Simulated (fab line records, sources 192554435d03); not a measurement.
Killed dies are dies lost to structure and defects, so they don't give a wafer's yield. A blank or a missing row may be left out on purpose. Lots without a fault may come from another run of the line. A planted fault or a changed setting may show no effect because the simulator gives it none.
Chamber matching | flow n5_finfet | N5_BEOL_M13_ETCH_38 on rie_diel-03: 4 sister chambers
The step etches SiCN in CF4/N2, target depth 67.5 nm, time 71.9 s. 4 wafers are shown with their chamber, then 8 later ones without.

WAFERS WITH THEIR CHAMBER
wafer  | chamber | showerhead_plenum_p_Torr (Torr)
L086.5 | 2       | 2.15
L090.2 | 3       | 2.23
L090.4 | 0       | 2.25
L089.1 | 1       | 2.26

WAFERS WITHOUT THEIR CHAMBER
wafer  | showerhead_plenum_p_Torr (Torr)
L089.3 | 2.24
L089.5 | 2.14
L094.2 | 2.24
L094.4 | 2.26
L094.6 | 2.23
L096.2 | 2.26
L096.4 | 2.24
L096.6 | 2.14

WHICH CHAMBER EACH WENT THROUGH
wafer  | from the rows above          | in truth
L089.3 | can't be placed: 0 or 3 or 1 | 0
L089.5 | 2                            | 2
L094.2 | can't be placed: 0 or 3 or 1 | 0
L094.4 | can't be placed: 1 or 0      | 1
L094.6 | 3                            | 3
L096.2 | can't be placed: 1 or 0      | 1
L096.4 | can't be placed: 0 or 3 or 1 | 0
L096.6 | 2                            | 2
Placed correctly: 3 of 8. Can't be placed from these rows: 5 (the true chamber is among the candidates in 5). Placed wrongly: 0.
How it was worked out, from the rows above alone: a wafer's distance from a chamber is the root of the sum, over the readings, of the square of ((its reading less the chamber's mean) divided by the reading's scatter). The wafer belongs to the nearest chamber; if the next one is less than 2 further off, it can't be placed. A chamber's mean is the mean of its shown wafers. The scatter: with one shown wafer a chamber, the root of the mean of the squares of how far each hidden wafer lies from its nearest shown one.
